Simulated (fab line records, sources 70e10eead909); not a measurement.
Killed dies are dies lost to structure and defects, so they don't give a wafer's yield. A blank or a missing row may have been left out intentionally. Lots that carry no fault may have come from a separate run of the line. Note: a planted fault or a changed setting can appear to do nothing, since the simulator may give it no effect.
A struck lot beside a sound one    flow nand-harc    14 steps out of a route of 1159
Sound: wafers L287.1, L287.3, L287.5. Wafers L300.1, L300.3, L300.4 were the ones struck. The cause comes at the end.
For every step that has rows: the tool of each side, followed by ch and its chambers, followed by its first start. Under that, the readings that differ: sound wafers    struck wafers    difference of the means    sigmas: that difference in standard deviations of wafers without a fault.
alike: same words and numbers on both sides, and readings whose means sit less than 2 such deviations apart. not compared: any withheld reading, any reading some wafer has no value for, any bound like >300 that may hide the same value, and any number with overlapping values for which the record gives no deviation.
A row with sigmas, a row that says differs or no value, or rows on one side alone: a step with any of these is where the two part. Numbers that have no deviation but don't overlap get no sigmas and don't part them. A reading that every wafer of one side lacks parts them only if that side has two wafers or more.

NHARC_A_STAIRCASE_TRIM_235: chemistry O2, time 211.2 s.
  sound: rie-diel-06 ch 0,3; struck: rie-diel-13 ch 0,2,3
  alike: drypump-motor-current-A, oes-product-au, rf-vpp-V, showerhead-plenum-p-Torr, throttle-valve-pct
  not compared: rf-hours-counter-h
NHARC_A_STAIRCASE_ETCH_236: etches the open film in C4F8/O2, target depth 100 nm, time 40.5 s.
  sound: rie-diel-06 ch 0,3; struck: rie-diel-13 ch 0,2,3
  alike: bias-w, oes-product-au, rf-vpp-V
  not compared: rf-hours-counter-h
NHARC_A_STAIRCASE_STRIP_238: strips in O2.
  sound on plasma-asher-01 ch 0,1, day 13 03:14; struck on plasma-asher-01 ch 0,1, day 16 09:37
  alike: drypump-motor-current-A, heater-power-w
  not compared: rf-hours-counter-h
then, 8 steps without rows for these wafers: NHARC_A_STAIRCASE_STRIP_239 (strips in SPM, time 900 s); NHARC_A_STAIRCASE_PRECLEAN_240 (cleans in SC1); NHARC_A_STAIRCASE_SRD_241; NHARC_A_STAIRCASE_DEHYDRATE_242 (time 120 s); NHARC_A_STAIRCASE_HMDS_243 (time 30 s); NHARC_A_STAIRCASE_COAT_244; NHARC_A_STAIRCASE_SOFTBAKE_245 (time 170 s); NHARC_A_STAIRCASE_EBR_246.
NHARC_A_STAIRCASE_EXPOSE_247: exposes mask SDS 1.
  sound on krf-scanner-03 ch 0, day 13 04:23; struck on krf-scanner-03 ch 0, day 16 10:38
reading               sound                 struck                difference  sigmas
exposure-dose-mJ-cm2  25.371 25.351 25.343  25.658 25.659 25.648  +0.300      +11
  alike: mask
then, 1 step without rows for these wafers: NHARC_A_STAIRCASE_PEB_248 (peb time 130 s).
-- jump in the record: it breaks off in module A_STAIRCASE and resumes in module END (first step shown: number 1159 of the route), and 8 days separate the struck wafers' starts before and after --
NHARC_END_SORT_01:
  sound on prober-02 ch 0, day 21 10:17; struck on prober-02 ch 0, day 24 05:00
  alike: killed-at-array, killed-at-other, killed-at-periphery, killed-dies, killed-open, killed-short

## WHERE THEY PART
Only at NHARC_A_STAIRCASE_EXPOSE_247, within this record. Later steps at which nothing parts them and some readings are alike: NHARC_END_SORT_01.

WHY: what the simulator had put in
Process parameters drifting: krf-scanner-03 at NHARC_A_STAIRCASE_EXPOSE_247, beginning at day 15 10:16. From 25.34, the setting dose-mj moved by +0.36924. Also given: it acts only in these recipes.
